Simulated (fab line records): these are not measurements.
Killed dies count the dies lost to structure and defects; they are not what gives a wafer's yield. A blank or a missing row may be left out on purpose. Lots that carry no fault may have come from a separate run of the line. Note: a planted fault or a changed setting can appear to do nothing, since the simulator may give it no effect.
Split-lot experiment    flow n5_finfet    21 wafers read across 7 lots, on a route 1938 steps long

== ABOUT THE SPLIT ==
At N5_BEOL_M5_TRENCH_ETCH_37 (etches SiCOH lowk in C4F6/O2, target depth 71.652 nm, time 24.7 s), the setting time_s was moved away from the recipe's 24.7 s on 4 of the 21 wafers read, by -13.9% to -10.0%. This setting was run at the recipe's value on the other wafers.

The reading is taken at the split's own step.

== THE READING ==
BEOL_M5.feature_depth_nm (the simulator's own value, which no gauge read), in nm, at N5_BEOL_M5_TRENCH_ETCH_37 (etches SiCOH lowk in C4F6/O2, target depth 71.652 nm, time 24.7 s). No usual value for it is given in the file. Here, 17 wafers ran the recipe; their average is 70.6 nm with a standard deviation of 0.93 nm.

wafer   tool, chamber at the split  time_s as run, s  against the recipe  BEOL_M5.feature_depth_nm, nm  against lot-mates on the recipe
L080.1  rie_diel-03, 3              22.24             -10.0%              64.2                          -6.8
L080.4  rie_diel-03, 0              22.24             -10.0%              62.8                          -8.2
L080.5  rie_diel-03, 1              24.7              recipe              71                            -
L083.3  rie_diel-02, 2              24.7              recipe              69                            -
L083.4  rie_diel-02, 1              24.7              recipe              69.8                          -
L083.6  rie_diel-02, 3              24.7              recipe              70.6                          -
L087.2  rie_diel-03, 2              24.7              recipe              71.8                          -
L087.3  rie_diel-03, 3              24.7              recipe              71.6                          -
L087.5  rie_diel-03, 3              24.7              recipe              71.4                          -
L091.2  rie_diel-02, 3              24.7              recipe              71.2                          -
L091.5  rie_diel-02, 2              24.7              recipe              69                            -
L091.6  rie_diel-02, 1              24.7              recipe              70.6                          -
L095.3  rie_diel-02, 0              24.7              recipe              71.2                          -
L095.4  rie_diel-02, 3              24.7              recipe              71.2                          -
L095.5  rie_diel-02, 1              24.7              recipe              70.2                          -
L096.1  rie_diel-03, 2              24.7              recipe              71.2                          -
L096.3  rie_diel-03, 0              24.7              recipe              68.8                          -
L096.6  rie_diel-03, 2              24.7              recipe              70.6                          -
L097.4  rie_diel-02, 1              21.26             -13.9%              60.8                          -10.8
L097.5  rie_diel-02, 3              24.7              recipe              71.6                          -
L097.6  rie_diel-02, 0              21.26             -13.9%              61.8                          -9.8

FIT RESULTS
A straight line over all 21 wafers: BEOL_M5.feature_depth_nm changes by +0.685 nm for each +1% of time_s; r = +0.96; the points scatter about the line by 0.93 nm.
The same after taking each lot's own level away (the mean of its wafers on the recipe; 21 wafers): +0.744 nm for each +1%; r = +0.98; scatter 0.7 nm.
That fit puts the effect of the largest move of time_s on the reading at 10 nm.
The span of the lots' own levels, 69.80 to 71.60 nm, comes to 1.9 times the standard deviation stated above.
So the lot-to-lot level changes the slope little: the two slopes agree.
Check: with one of the wafers moved furthest among these (-13.9%) left out of the fit, the line predicts -10.1 nm for it against its lot-mates. Against them it came out at -10.8 nm.

== THESE WAFERS: OTHER SPLITS ==
Note: prior to the reading, these wafers also went through further splits. Each is held against what the fit with the lots' levels taken away leaves over:
other split on the same wafers      wafers away from the commonest value  r with BEOL_M5.feature_depth_nm (lot level and that fit taken away)
N5_BEOL_M3_TRENCH_ETCH_37 source_w  8                                     -0.07
N5_BEOL_M4_DESCUM_33 time_s         4                                     +0.06
N5_BEOL_M4_TRENCH_ETCH_37 time_s    5                                     -0.16
N5_BEOL_M5_ETCH_72 bias_w           5                                     -0.34
N5_BEOL_M5_COAT_74 spin_rpm         8                                     +0.11

== THE WHOLE CHAIN: every reading that the file lists as answering this split, in the file's order ==
step                       what it does                                                       reading                                                                    change (the file's fit)                r (the file's)
N5_BEOL_M5_TRENCH_ETCH_37  etches SiCOH lowk in C4F6/O2, target depth 71.652 nm, time 24.7 s  etch.depth_nm (the simulator's own value, which no gauge read)             +0.745 nm for each +1% of the setting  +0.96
N5_BEOL_M5_TRENCH_ETCH_37  etches SiCOH lowk in C4F6/O2, target depth 71.652 nm, time 24.7 s  BEOL_M5.feature_depth_nm (the simulator's own value, which no gauge read)  +0.744 nm for each +1% of the setting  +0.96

== THE FILE'S OWN FIT ==
BEOL_M5.feature_depth_nm changes by +0.744 nm for each +1% of time_s, r = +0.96.
